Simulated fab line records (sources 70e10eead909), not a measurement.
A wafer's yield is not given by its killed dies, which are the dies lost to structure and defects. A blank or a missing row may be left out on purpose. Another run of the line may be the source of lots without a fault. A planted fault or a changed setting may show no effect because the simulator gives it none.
Comparing a struck lot with a sound one -- flow nandHarc -- 18 steps out of a route of 1302
Sound: the wafers L327.2, L327.4, L327.5. The struck wafers were L345.1, L345.3, L345.5. Last of all comes the cause.
Each step with rows lists, per side, the tool, then ch with its chambers, then its first start. Under that, the readings that differ: sound wafers -- struck wafers -- difference of the means -- sigmas: that difference in standard deviations of wafers without a fault.
alike: readings with means less than 2 such deviations apart, plus words and numbers identical on both sides. not compared: withheld readings, readings lacking a value on some wafer, bounds such as >300 that could conceal the same value, and numbers that have no deviation in the record and whose values overlap.
A row with sigmas, a row that says differs or no value, or rows on one side alone: a step with any of these is where the two part. Non-overlapping numbers with no deviation appear without sigmas and do not part them. Lack of a reading on every wafer of one side parts them only where that side has two or more wafers.

NHARC_P_CONTACT_CVD_23: deposits W, target thk 200 nm, time 557 s.
  sound on cvdW-01 ch 0,1; struck on cvdW-02 ch 0,1
  alike: heaterPowerW, throttleValvePct
NHARC_P_CONTACT_CMP_24: polishes, t overpolish 30 s, target thk 200 nm.
  sound on cmp-01 ch 0,1,2, day 7 18:41; struck on cmp-01 ch 0,2,3, day 15 00:45
  alike: motorCurrentA, overpolishRunS, timeToEndpointS
next, for these wafers, 1 step has no rows: NHARC_P_CONTACT_SRD_26.
NHARC_P_CONTACT_INSPECT_27:
  sound on defectInspect-01 at day 7 19:05; struck on defectInspect-01 at day 15 01:07
  alike: rawDefectCount
then, 7 steps without rows for these wafers: NHARC_P_M0_DEP_00 (deposits SiOC, target thk 150 nm); NHARC_P_M0_DEHYDRATE_01 (time 120 s); NHARC_P_M0_HMDS_02 (time 30 s); NHARC_P_M0_COAT_33 (time 65 s); NHARC_P_M0_COAT_03 (resist thk 90 nm); NHARC_P_M0_SOFTBAKE_04 (time 55 s); NHARC_P_M0_EBR_05.
NHARC_P_M0_EXPOSE_06: exposes mask P M0, target cd 90 nm.
  sound on arfiScanner-03 ch 0, day 7 19:44; struck on arfiScanner-03 ch 0, day 15 02:01
reading,sound,struck,difference,sigmas
model.P_M0.overlayXNm (nm),-0.2346 -0.2346 -0.2346,23.46 23.46 23.46,+23.69,
  alike: mask, focusOffsetNm
then, 2 steps without rows for these wafers: NHARC_P_M0_PEB_07 (peb time 65 s); NHARC_P_M0_DEVELOP_08 (develop time 35 s).
NHARC_P_M0_CD_MEAS_09 targets a cd of 90 nm.
  sound on cdSem-02 ch 0, day 7 19:52; struck on cdSem-03 ch 0, day 15 02:09
  alike: cdNm
NHARC_P_M0_OVL_MEAS_10: pitch 180 nm.
  sound on overlay-01 at day 7 19:58; struck on overlay-02 at day 15 02:14
reading,sound,struck,difference,sigmas
overlayXNm (nm),-0.5 0.2 0.1,23.9 23.7 23.4,+23.7,+29
  alike: overlayYNm
NHARC_P_M0_INSPECT_11:
  sound on defectInspect-02 at day 7 19:59; struck on defectInspect-02 at day 15 02:17
  alike: rawDefectCount
NHARC_END_SORT_01:
  the record has rows for the sound wafers here (prober-01 ch 0, day 25 18:27) and none for the struck ones

== WHERE THEY PART ==
At NHARC_P_M0_OVL_MEAS_10 first; at NHARC_END_SORT_01 last (within this record only).

WHY: the cause the simulator had injected
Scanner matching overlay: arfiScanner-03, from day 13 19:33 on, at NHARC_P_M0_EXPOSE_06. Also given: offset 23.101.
